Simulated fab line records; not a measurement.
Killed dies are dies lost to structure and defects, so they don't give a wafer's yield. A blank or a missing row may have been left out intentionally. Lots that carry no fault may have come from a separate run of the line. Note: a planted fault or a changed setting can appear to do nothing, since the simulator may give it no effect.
Chamber matching    flow n5 finfet    4 sister chambers for N5_GATE_CUT_SAC_CAP_01 on ald sin-02
The step material SiNx, target thk 24 nm, pulse time 1 s, ald cycles 480. 14 wafers are shown with their chamber, then 7 later ones without.

== EACH WAFER AND ITS CHAMBER ==
wafer   chamber  heater power w (W)  precursor pulse height rel
L076.1  2        834                 0.999
L076.2  1        809                 1.003
L076.3  3        828                 1.014
L076.4  0        733                 1.000
L076.5  2        806                 1.025
L076.6  3        827                 0.989
L083.1  2        845                 0.980
L083.4  3        824                 0.980
L083.6  3        823                 0.991
L085.3  3        815                 1.025
L085.4  0        718                 1.009
L085.5  1        825                 0.987
L094.2  2        775                 1.000
L094.4  0        703                 0.986

SIGNATURES, as means of the wafers listed above
reading                     chamber 0  chamber 1  chamber 2  chamber 3  scatter within a chamber
heater power w              718.00     817.00     815.00     823.40     19
precursor pulse height rel  0.99833    0.99500    1.00100    0.99980    0.0169
Rule: for each reading, subtract the chamber's mean from the wafer's reading, divide by that reading's scatter and square the result; add these up over the readings and take the root, which gives the wafer's distance from the chamber. If the next closest chamber is less than 2 further off than the closest, the wafer can't be placed; otherwise it belongs to the closest. How the scatter is found: for the shown wafers, subtract from each reading the mean of its chamber, square and add these, divide the total by (wafers less chambers), then take the root.

== WAFERS WITH NO CHAMBER GIVEN ==
wafer   heater power w (W)  precursor pulse height rel
L094.5  800                 1.013
L095.1  778                 0.982
L095.3  798                 1.007
L095.6  774                 0.992
L096.2  782                 0.986
L096.4  791                 0.999
L096.6  788                 0.993

== WHICH CHAMBER EACH WENT THROUGH ==
wafer   from the rows above                in truth
L094.5  can't be placed: 2 or 1 or 3       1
L095.1  can't be placed: 1 or 2 or 3 or 0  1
L095.3  can't be placed: 2 or 1 or 3       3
L095.6  can't be placed: 2 or 1 or 3 or 0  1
L096.2  can't be placed: 1 or 2 or 3 or 0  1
L096.4  can't be placed: 2 or 1 or 3       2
L096.6  can't be placed: 2 or 1 or 3       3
Placed correctly: 0 of 7. From these rows, 7 cannot be placed; in 7 the true chamber is one of the candidates. Number placed wrongly: 0.
